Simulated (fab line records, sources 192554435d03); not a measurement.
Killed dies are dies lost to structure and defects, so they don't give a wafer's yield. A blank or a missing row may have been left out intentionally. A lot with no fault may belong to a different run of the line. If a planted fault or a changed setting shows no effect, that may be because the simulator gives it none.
Which of the tools did it?    flow n5_finfet    9 lots, 27 wafers sampled, at 7 steps of a route of 1938

## WHAT EACH GAUGE READ, for each wafer
N5_WELL_APT_INSPECT_38: inspects for defects (darkfield).
lot   measured     on                 raw_defect_count
L622  day 1 16:40  defect_inspect-02  14 17 13
L624  day 2 05:14  defect_inspect-02  11 13 11
L628  day 3 04:29  defect_inspect-02  12 18 10
L631  day 3 23:16  defect_inspect-02  11 16 12
L632  day 4 04:28  defect_inspect-02  12 10 19
L640  day 6 06:28  defect_inspect-02  13 11 23
L642  day 6 17:20  defect_inspect-02  7 12 14
L644  day 7 04:31  defect_inspect-02  16 15 18
L645  day 7 13:32  defect_inspect-01  15 12 11

N5_FIN_SAQP_THK_MEAS_05.
lot   measured     on             thk_nm (nm)
L622  day 1 20:33  film_metro-01  37.9 38.7 38.5
L624  day 2 09:11  film_metro-01  37.4 37.8 37.7
L628  day 3 09:23  film_metro-02  38.1 38.2 38.9
L631  day 4 03:04  film_metro-02  38.0 28.8 38.5
L632  day 4 09:08  film_metro-02  37.7 28.3 38.4
L640  day 6 10:27  film_metro-02  37.8 38.3 38.6
L642  day 6 21:41  film_metro-01  37.0 37.2 38.2
L644  day 7 08:56  film_metro-02  37.2 37.2 38.1
L645  day 7 18:02  film_metro-02  37.5 37.7 38.8

N5_FIN_SAQP_OCD_MEAS_76.
lot   measured     on      trench_depth_nm (nm)
L622  day 2 02:43  ocd-02  121.1 120.2 122.0
L624  day 2 14:45  ocd-02  119.8 116.5 120.0
L628  day 3 14:23  ocd-02  120.0 123.1 119.4
L631  day 4 08:41  ocd-01  117.3 88.8 121.9
L632  day 4 14:32  ocd-02  117.2 88.6 121.0
L640  day 6 15:56  ocd-01  119.6 120.3 120.7
L642  day 7 02:56  ocd-01  124.1 119.0 120.9
L644  day 7 13:57  ocd-02  119.2 122.5 119.7
L645  day 7 23:13  ocd-02  120.3 118.9 123.5

N5_BEOL_M4_RC_MEAS_101.
lot   measured      on         DIBL_N (mV/V)   DIBL_P (mV/V)   IOFF_N (nA/um)  IOFF_P (nA/um)  ION_N (uA/um)  ION_P (uA/um)  SS_N (mV/dec)   SS_P (mV/dec)   VT_N (mV)          VT_P (mV)
L622  day 9 21:03   prober-02  37.9 38.6 38.9  37.9 38.6 40.7  0.17 0.19 0.21  0.20 0.22 0.26  671 677 713    454 459 480    72.0 72.0 71.7  73.3 73.4 73.4  250.8 247.7 244.9  -250 -249 -249
L624  day 8 19:38   prober-01  37.7 32.4 36.1  39.0 32.8 37.3  0.21 0.11 0.18  0.24 0.15 0.21  684 666 682    467 458 465    72.2 70.6 71.9  74.0 72.1 73.8  244.9 253.1 246.9  -249 -256 -250
L628  day 9 19:16   prober-02  36.6 37.9 38.8  35.3 38.5 38.1  0.14 0.18 0.19  0.16 0.22 0.21  663 684 681    449 464 463    72.0 72.4 71.7  72.9 74.1 74.2  253.8 248.7 249.6  -254 -253 -253
L631  day 10 19:17  prober-01  35.6 38.3 34.8  35.8 37.0 34.9  0.15 0.19 0.14  0.20 0.23 0.19  675 691 678    466 470 464    71.2 71.7 70.5  73.9 73.9 72.2  249.1 249.9 250.8  -251 -249 -254
L632  day 10 19:43  prober-02  35.7 38.2 34.0  37.0 41.7 35.3  0.14 0.21 0.13  0.18 0.25 0.17  663 690 665    455 469 462    72.0 71.6 70.7  73.9 75.1 73.4  250.1 245.4 251.2  -254 -252 -255
L640  day 12 22:56  prober-01  33.3 34.7 34.8  35.1 36.7 38.0  0.13 0.14 0.15  0.18 0.21 0.23  675 682 678    461 465 470    70.6 70.8 71.7  73.1 72.9 74.3  252.0 249.0 249.5  -251 -250 -248
L642  day 14 01:49  prober-02  35.7 35.8 37.6  35.8 34.0 37.0  0.15 0.15 0.17  0.21 0.19 0.22  669 673 674    465 461 468    71.6 72.0 72.0  73.1 72.5 73.2  250.2 251.8 251.1  -251 -252 -249
L644  day 14 10:52  prober-02  39.5 40.7 37.4  39.0 38.9 35.8  0.18 0.21 0.16  0.24 0.24 0.20  664 678 680    463 461 461    71.9 73.2 71.3  73.9 74.5 73.8  249.3 247.9 250.8  -248 -247 -250
L645  day 14 13:47  prober-02  40.8 35.2 37.1  40.8 34.0 36.9  0.27 0.13 0.18  0.34 0.20 0.25  703 677 679    477 463 467    73.1 72.0 71.7  74.0 72.0 73.6  242.1 251.3 248.0  -241 -248 -244

## EACH LOT AND THE TOOL THAT RAN IT (in order: tool; ch and the chambers of the sampled wafers; start)
lot   N5_PMOS_HMC_CHANNEL_EPI_CMP_21  N5_FIN_SAQP_ALD_61                N5_FIN_SAQP_HM_DEP_03
L622  cmp-03 ch 2,3, day 1 19:09      ald_sin-02 ch 0,1,2, day 1 20:03  pecvd-04 ch 1,2, day 1 20:28
L624  cmp-03 ch 0,3, day 2 07:46      ald_sin-01 ch 0,1,2, day 2 08:40  pecvd-03 ch 0,1,2, day 2 09:06
L628  cmp-04 ch 0,2,3, day 3 07:06    ald_sin-02 ch 1,2,3, day 3 08:40  pecvd-04 ch 1,2, day 3 09:17
L631  cmp-04 ch 0,1,2, day 4 01:38    ald_sin-01 ch 0,2,3, day 4 02:34  pecvd-04 ch 0,1, day 4 02:59
L632  cmp-03 ch 1,3, day 4 07:35      ald_sin-02 ch 0,2,3, day 4 08:34  pecvd-04 ch 0,1,2, day 4 09:03
L640  cmp-03 ch 0,1,3, day 6 08:58    ald_sin-02 ch 2,3, day 6 09:56    pecvd-01 ch 0,1, day 6 10:22
L642  cmp-04 ch 0,1, day 6 19:53      ald_sin-01 ch 1,2,3, day 6 20:56  pecvd-01 ch 0,1, day 6 21:35
L644  cmp-03 ch 0,1,3, day 7 07:32    ald_sin-03 ch 0,2,3, day 7 08:26  pecvd-03 ch 0,1,2, day 7 08:51
L645  cmp-04 ch 0,1, day 7 16:30      ald_sin-01 ch 0,1,3, day 7 17:31  pecvd-03 ch 0,2, day 7 17:56
- N5_PMOS_HMC_CHANNEL_EPI_CMP_21: polishes SiGe30, target thk 54 nm.
- N5_FIN_SAQP_ALD_61: deposits SiO2, target thk 4 nm, pulse time 1 s, purge time 2 s.
- N5_FIN_SAQP_HM_DEP_03: deposits SiNx from SiH4/NH3/N2, target thk 38 nm, time 33.6 s.

## AS READ BY THE TOOLS THEMSELVES (means over the sampled wafers that have a number; for cases with no such wafer, the mark the record gives instead)
N5_PMOS_HMC_CHANNEL_EPI_CMP_21.
lot   tool    motor_current_A (A)
L622  cmp-03  12.0
L624  cmp-03  11.5
L628  cmp-04  12.8
L631  cmp-04  13.6
L632  cmp-03  11.5
L640  cmp-03  11.6
L642  cmp-04  12.7
L644  cmp-03  11.5
L645  cmp-04  13.1

N5_FIN_SAQP_ALD_61.
lot   tool        heater_power_w (W)  precursor_pulse_height_rel
L622  ald_sin-02  494                 0.983
L624  ald_sin-01  462                 0.990
L628  ald_sin-02  480                 1.000
L631  ald_sin-01  436                 1.008
L632  ald_sin-02  502                 0.970
L640  ald_sin-02  496                 0.993
L642  ald_sin-01  456                 0.995
L644  ald_sin-03  448                 1.003
L645  ald_sin-01  478                 0.991

N5_FIN_SAQP_HM_DEP_03.
lot   tool      heater_power_w (W)  showerhead_plenum_p_Torr (Torr)  throttle_valve_pct (%)
L622  pecvd-04  790                 5.18                             41.9
L624  pecvd-03  710                 5.16                             39.0
L628  pecvd-04  771                 5.24                             44.2
L631  pecvd-04  707                 5.24                             44.6
L632  pecvd-04  712                 5.19                             42.4
L640  pecvd-01  821                 5.13                             41.1
L642  pecvd-01  895                 5.12                             41.2
L644  pecvd-03  729                 5.16                             39.1
L645  pecvd-03  627                 5.16                             39.6

## THE ANSWER, worked out from the rows above alone
Rule: what is usual is taken from the lots themselves. The widest of any qualifying gaps counts: lots, ordered by their means at a reading, are off when they make up no more than a third of the lots, leave a main group of 4 or more, and stand apart from it by 3 or more times the standard deviation of that group's means. A main group is skipped when, at the precision printed for the reading in the tables above, its means are all equal. Also off: a lot with no number at a reading for which 4 or more lots have one. Where the step has rows for the other lots, those lots are counted as sound. Order of review: gauges by route order, followed by the tools' own readings, for which a lot's mean as printed above is used. At the first step where some lot is off, the reading lying furthest off is the one used; lots without a number count as furthest.
Off, at N5_FIN_SAQP_THK_MEAS_05 on thk_nm: L631, L632. The main group has a mean of 37.9 nm with a standard deviation of 0.38.
A tool fits if, at a process step before that reading, it ran every lot that is off, and no sound lot after the first of them. The gauges at N5_FIN_SAQP_THK_MEAS_05 aren't tried: what is off there is off at N5_FIN_SAQP_OCD_MEAS_76 too, on other tools, and a gauge's error can't cause that. One fits: pecvd-04 at N5_FIN_SAQP_HM_DEP_03. Its last sound lot is L628 (day 3 09:17), its first lot that is off L631 (day 4 02:59): a fault that began between those two fits.

## WHAT THE SIMULATOR HAD INSERTED
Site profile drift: pecvd-04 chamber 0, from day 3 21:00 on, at N5_FIN_SAQP_HM_DEP_03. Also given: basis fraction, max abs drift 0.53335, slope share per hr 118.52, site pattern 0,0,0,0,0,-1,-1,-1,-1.
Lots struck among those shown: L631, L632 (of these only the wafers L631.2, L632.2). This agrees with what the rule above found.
